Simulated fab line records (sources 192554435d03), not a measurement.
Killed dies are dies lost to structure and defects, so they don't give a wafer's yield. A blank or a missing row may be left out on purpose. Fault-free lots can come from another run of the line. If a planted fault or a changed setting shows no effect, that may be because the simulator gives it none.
Comparing a struck lot with a sound one || flow n5Finfet || 27 out of 1938 route steps
Sound: these wafers, L792.1, L792.3, L792.4. Wafers struck: L802.1, L802.4, L802.5. The cause is given at the end.
For every step that has rows: the tool of each side, followed by ch and its chambers, followed by its first start. Under that, the readings that differ: sound wafers || struck wafers || difference of the means || sigmas: that difference in standard deviations of wafers without a fault.
alike: readings with means less than 2 such deviations apart, plus words and numbers identical on both sides. not compared: withheld readings, readings lacking a value on some wafer, bounds such as >300 that could conceal the same value, and numbers that have no deviation in the record and whose values overlap.
A row with sigmas, a row that says differs or no value, or rows on one side alone: a step with any of these is where the two part. Numbers that don't overlap but have no deviation are shown without sigmas and don't part them. A reading that every wafer of one side lacks parts them only if that side has two wafers or more.

first, 10 steps without rows for these wafers: N5_DUMMY_GATE_STRIP_48 (strips in N2/H2, time 20 s); N5_DUMMY_GATE_PRECLEAN_33 (cleans in dHF, time 10 s); N5_DUMMY_GATE_PRECLEAN_25 (cleans in O3/DIW, time 45 s); N5_DUMMY_GATE_PRECLEAN_51 (cleans in SC2, time 45 s); N5_DUMMY_GATE_SRD_26 (time 30 s); N5_DUMMY_GATE_UV_OZONE_45 (time 120 s); N5_SPACER0_ALD_07 (deposits SiNx, target thk 2 nm); N5_SPACER0_ALD_00 (deposits SiOCN, target thk 3.5 nm, pulse time 3 s, purge time 2 s); N5_SPACER0_ALD_08 (deposits SiNx, target thk 2 nm); N5_SD_EPI_N_COAT_32 (time 60 s, resist thk 350 nm).
N5_SD_EPI_N_COAT_33: time 60 s, resist thk 35 nm.
  sound on lithoTrack-05 ch 0, day 4 18:26; struck on lithoTrack-02 ch 0, day 7 06:01
{"reading": "resistLineTempC (C)", "sound": "22.96 23.11 23.15", "struck": "22.89 22.90 22.79", "difference": -0.21, "sigmas": -2}
{"reading": "spinSpeedRpm (rpm)", "sound": "1499.3 1499.2 1502.0", "struck": "1431.0 1431.5 1432.4", "difference": -68.5, "sigmas": -62}
{"reading": "model.SiARC_of_SD_EPI_N_COAT_33.thkNm (nm)", "sound": "35 34.8 34.8", "struck": "36 36 36", "difference": "+1", "sigmas": ""}
  alike: plateTempC
then, 7 steps without rows for these wafers: N5_SD_EPI_N_COAT_03 (resist thk 150 nm); N5_SD_EPI_N_EBR_05; N5_SD_EPI_N_SOFTBAKE_04 (time 60 s); N5_SD_EPI_N_EXPOSE_06 (exposes mask SD N BLK, target cd 120 nm); N5_SD_EPI_N_PEB_07 (peb time 60 s); N5_SD_EPI_N_DEVELOP_08 (develop time 30 s); N5_SD_EPI_N_DESCUM_14 (chemistry O2, time 7.9 s).
N5_SD_EPI_N_ETCH_34: etches SiARC in CF4, target depth 45.5 nm, time 75.8 s.
  sound on rieDiel-02 ch 0,2,3, day 4 18:55; struck on rieDiel-02 ch 0,1,3, day 7 06:31
{"reading": "etchRfOnTimeS (s)", "sound": "74.8 76.0 75.2", "struck": "77.8 79.6 78.9", "difference": "+3.4", "sigmas": "+3"}
{"reading": "model.etch.depthNm (nm)", "sound": "35 34.85 34.9", "struck": "36.03 36 36", "difference": "+1.09", "sigmas": ""}
{"reading": "model.CAR-ArF-block_of_SD_EPI_N_COAT_03.thkNm (nm)", "sound": "110.8 111 111.2", "struck": "110 110.6 110.4", "difference": -1, "sigmas": ""}
  alike: cf4FlowSccm, drypumpMotorCurrentA, oesProductAu, rfVppV, showerheadPlenumPTorr, throttleValvePct
  not compared: rfHoursCounterH
then, 4 steps without rows for these wafers: N5_SD_EPI_N_ETCH_35 (etches SOC in N2/H2, overetch 108 nm, time 486 s); N5_SD_EPI_N_STRIP_36 (strips in N2/H2); N5_SD_EPI_N_ETCHBACK_44 (etches SiNx in CH3F/O2, stops on SiO2, target depth 14.5 nm); N5_SD_EPI_N_ETCH_45 (etches SiOCN in CH3F/O2, target depth 6 nm).
N5_SD_EPI_N_ETCH_16: etches SiO2 in CHF3/O2, target depth 5 nm.
  sound on rieDiel-02 ch 0,2,3, day 4 19:30; struck on rieDiel-02 ch 0,1,3, day 7 07:05
{"reading": "model.SiARC_of_SD_EPI_N_COAT_33.thkNm (nm)", "sound": "12.4 12.6 12.4", "struck": "13.2 13.4 13.4", "difference": "+0.9", "sigmas": ""}
  alike: drypumpMotorCurrentA, oesProductAu, rfVppV, showerheadPlenumPTorr, throttleValvePct
  not compared: rfHoursCounterH
then, 1 step without rows for these wafers: N5_SD_EPI_N_STRIP_47 (strips in CHF3/O2).
-- record jumps: 5 days separate the struck wafers' starts on either side; left off in module SD_EPI_N, taken up again in module BEOL_M4, whose first shown step is the route's number 1111 --
N5_BEOL_M4_RC_MEAS_101:
  sound on prober-02 ch 0, day 10 09:19; struck on prober-02 ch 0, day 12 10:34
{"reading": "DIBL_N (mV/V)", "sound": "33.8 33.8 35.0", "struck": "38.4 37.3 36.9", "difference": "+3.3", "sigmas": "+2"}
  alike: DIBL_P, IOFF_N, IOFF_P, ION_N, ION_P, SS_N, SS_P, VT_N, VT_P
N5_PASSIVATION_PROBE_49:
  rows exist in the record for the sound wafers here (prober-01, day 14 21:27), none for the struck ones

WHERE THEY PART
Earliest at N5_SD_EPI_N_COAT_33; latest, in this record, at N5_PASSIVATION_PROBE_49.

WHY: what had been put in by the simulator
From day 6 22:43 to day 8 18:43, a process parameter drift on lithoTrack-02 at N5_SD_EPI_N_COAT_33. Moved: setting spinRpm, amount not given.
